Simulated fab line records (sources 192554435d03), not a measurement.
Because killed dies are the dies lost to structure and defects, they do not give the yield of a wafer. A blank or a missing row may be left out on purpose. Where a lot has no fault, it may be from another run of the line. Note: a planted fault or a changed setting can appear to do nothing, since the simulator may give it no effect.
Which tool was responsible?	flow n5 finfet	24 lots with 72 wafers sampled at 3 steps, on a route of 1938 steps

## WHAT EACH GAUGE READ, for each wafer
N5_BEOL_M10_OVL_MEAS_29. Usual: V9_OVL typically reads 0.1 nm, with standard deviation 0.73.
lot	measured	on	V9_OVL (nm)	flag
L075	day 10 02:02	overlay-02	0.3 0.4 0.5	
L074	day 10 02:46	overlay-02	-0.6 -0.4 -1.1	
L076	day 10 10:23	overlay-01	-1.3 -0.2 -1.5	
L077	day 10 16:58	overlay-02	0.6 1.6 0.4	
L078	day 11 00:36	overlay-01	1.2 0.7 1.0	
L079	day 11 08:35	overlay-01	0.3 -0.3 -0.3	
L080	day 11 19:02	overlay-01	1.0 0.8 -0.9	
L081	day 12 05:59	overlay-01	0.3 -0.1 0.3	
L082	day 12 05:49	overlay-01	-0.8 -1.1 -0.6	
L084	day 12 13:53	overlay-01	-0.1 -1.2 -0.4	
L083	day 12 13:50	overlay-02	-0.4 -0.1 -0.2	
L085	day 12 13:48	overlay-01	0.5 0.1 -0.1	
L087	day 13 15:17	overlay-02	1.3 0.7 0.6	
L086	day 14 00:10	overlay-02	0.3 -0.5 0.9	
L088	day 14 00:13	overlay-01	0.0 -0.2 0.5	
L089	day 14 13:23	overlay-01	0.0 1.1 0.5	
L093	day 14 18:50	overlay-02	0.7 0.6 0.5	
L090	day 14 20:54	overlay-02	0.0 -0.6 -0.7	
L091	day 14 20:44	overlay-02	0.2 -0.2 -0.6	
L092	day 15 03:03	overlay-02	-1.0 0.5 -1.2	
L095	day 15 19:18	overlay-01	0.4 -0.1 -0.8	
L094	day 16 05:02	overlay-01	0.4 1.0 0.7	
L097	day 16 08:11	overlay-01	-0.6 0.0 0.2	
L096	day 16 18:50	overlay-02	0.6 -0.4 0.3	

## WHICH TOOL RAN EACH LOT (tool, then ch and the chambers of the sampled wafers, then the start)
lot	N5_BEOL_M9_PRE_CLEAN_45	N5_BEOL_M10_DESCUM_16
L075	pvd sputter-02, day 9 19:53	rie diel-02 ch 0,3, day 10 01:08
L074	pvd sputter-02, day 9 20:09	rie diel-02 ch 0,2,3, day 10 01:41
L076	pvd sputter-03, day 10 03:13	rie diel-04 ch 1,3, day 10 07:58
L077	pvd sputter-02, day 10 12:39	rie diel-04 ch 0,1, day 10 15:50
L078	pvd sputter-01, day 10 17:05	rie diel-02 ch 1,2,3, day 10 21:02
L079	pvd sputter-03, day 11 01:45	rie diel-02 ch 1,2, day 11 06:20
L080	pvd sputter-01, day 11 10:10	rie diel-05 ch 1,3, day 11 14:34
L081	pvd sputter-03, day 11 20:02	rie diel-05 ch 0,1,2, day 12 04:13
L082	pvd sputter-02, day 11 20:06	rie diel-02 ch 0,2,3, day 12 03:42
L084	pvd sputter-01, day 12 07:04	rie diel-04 ch 1,3, day 12 11:41
L083	pvd sputter-01, day 12 07:15	rie diel-02 ch 1,3, day 12 11:50
L085	pvd sputter-03, day 12 07:28	rie diel-05 ch 0,1,2, day 12 12:07
L087	pvd sputter-01, day 13 10:38	rie diel-04 ch 0,1,2, day 13 14:28
L086	pvd sputter-01, day 13 16:02	rie diel-04 ch 0,2, day 13 21:58
L088	pvd sputter-03, day 13 17:58	rie diel-05 ch 0,1,3, day 13 22:16
L089	pvd sputter-02, day 14 05:01	rie diel-04 ch 0,1,3, day 14 12:37
L093	pvd sputter-03, day 14 12:42	rie diel-02 ch 0,2,3, day 14 17:12
L090	pvd sputter-03, day 14 12:58	rie diel-02 ch 0,2,3, day 14 17:58
L091	pvd sputter-01, day 14 13:07	rie diel-04 ch 0,1,2, day 14 18:16
L092	pvd sputter-03, day 14 20:11	rie diel-04 ch 0,1,2, day 15 01:06
L095	pvd sputter-02, day 15 10:30	rie diel-04 ch 0,1,2, day 15 16:58
L094	pvd sputter-02, day 15 20:35	rie diel-02 ch 2,3, day 16 03:08
L097	pvd sputter-02, day 16 02:38	rie diel-04 ch 0,3, day 16 06:16
L096	pvd sputter-02, day 16 11:55	rie diel-05 ch 0,1,2, day 16 17:14
- N5_BEOL_M9_PRE_CLEAN_45: time 30 s.
- N5_BEOL_M10_DESCUM_16: chemistry O2, time 7.9 s.

## WHAT THE TOOLS THEMSELVES READ (means of the sampled wafers that have a number; where no wafer has one, the mark that the record gives instead)
N5_BEOL_M9_PRE_CLEAN_45. Usual: 330 W for heater power w, sd 34.
lot	tool	heater power w (W)	flag
L075	pvd sputter-02	367	
L074	pvd sputter-02	327	
L076	pvd sputter-03	327	
L077	pvd sputter-02	347	
L078	pvd sputter-01	302	
L079	pvd sputter-03	347	
L080	pvd sputter-01	323	
L081	pvd sputter-03	331	
L082	pvd sputter-02	348	
L084	pvd sputter-01	322	
L083	pvd sputter-01	322	
L085	pvd sputter-03	342	
L087	pvd sputter-01	302	
L086	pvd sputter-01	301	
L088	pvd sputter-03	342	
L089	pvd sputter-02	324	
L093	pvd sputter-03	346	
L090	pvd sputter-03	324	
L091	pvd sputter-01	348	
L092	pvd sputter-03	338	
L095	pvd sputter-02	348	
L094	pvd sputter-02	322	
L097	pvd sputter-02	326	
L096	pvd sputter-02	318	

N5_BEOL_M10_DESCUM_16. Usual: drypump motor current A 5.7 A, standard deviation 0.43; oes product au 0.83 a.u., standard deviation 0.074; rf vpp V 243.2 V, standard deviation 1.3; showerhead plenum p Torr 2.09 Torr, standard deviation 0.068; throttle valve pct 20.25 %, standard deviation 0.2.
lot	tool	drypump motor current A (A)	oes product au (a.u.)	rf vpp V (V)	showerhead plenum p Torr (Torr)	throttle valve pct (%)	flag
L075	rie diel-02	5.8	0.77	242.8	2.04	20.26	
L074	rie diel-02	5.9	0.79	242.9	2.10	20.23	
L076	rie diel-04	6.1	0.76	244.1	2.15	20.49	
L077	rie diel-04	5.3	0.90	242.6	2.07	19.97	
L078	rie diel-02	5.7	0.83	243.7	2.15	20.20	
L079	rie diel-02	5.9	0.80	244.6	2.17	20.28	
L080	rie diel-05	5.5	0.83	243.4	2.09	20.41	
L081	rie diel-05	5.9	0.88	243.1	2.07	20.38	
L082	rie diel-02	5.9	0.78	243.1	2.10	20.25	
L084	rie diel-04	6.1	0.74	242.9	2.14	20.51	
L083	rie diel-02	5.4	0.83	244.0	2.11	20.22	
L085	rie diel-05	6.0	0.86	243.1	2.07	20.38	
L087	rie diel-04	5.5	0.87	243.5	2.06	20.10	
L086	rie diel-04	5.6	0.90	241.8	2.03	20.07	
L088	rie diel-05	5.6	0.82	242.8	2.08	20.38	
L089	rie diel-04	5.7	0.78	243.4	2.10	20.28	
L093	rie diel-02	5.9	0.76	243.1	2.09	20.28	
L090	rie diel-02	5.9	0.76	242.5	2.09	20.28	
L091	rie diel-04	5.4	0.86	242.8	2.05	20.12	
L092	rie diel-04	5.5	0.85	242.5	2.05	20.13	
L095	rie diel-04	5.5	0.85	242.8	2.05	20.14	
L094	rie diel-02	6.0	0.77	244.6	2.16	20.25	
L097	rie diel-04	6.1	0.96	243.8	2.11	20.05	
L096	rie diel-05	6.0	0.82	243.8	2.05	20.43	

## THE ANSWER, worked out from the rows above alone
Rule: lot off if the mean of its wafers having a number is beyond 3 standard deviations from the usual mean. A lot without any number at a reading at which 4 lots or more have one is off too. Any other lot the step has rows for is counted as sound. After the gauges, taken in route order, come the tools' own readings; for these a lot's mean is taken, as printed above. At the first step where some lot is off, the reading lying furthest off is the one used; lots without a number count as furthest.
No lot is off on any of the readings shown, so nothing can be concluded from this.

## WHAT THE SIMULATOR HAD INSERTED
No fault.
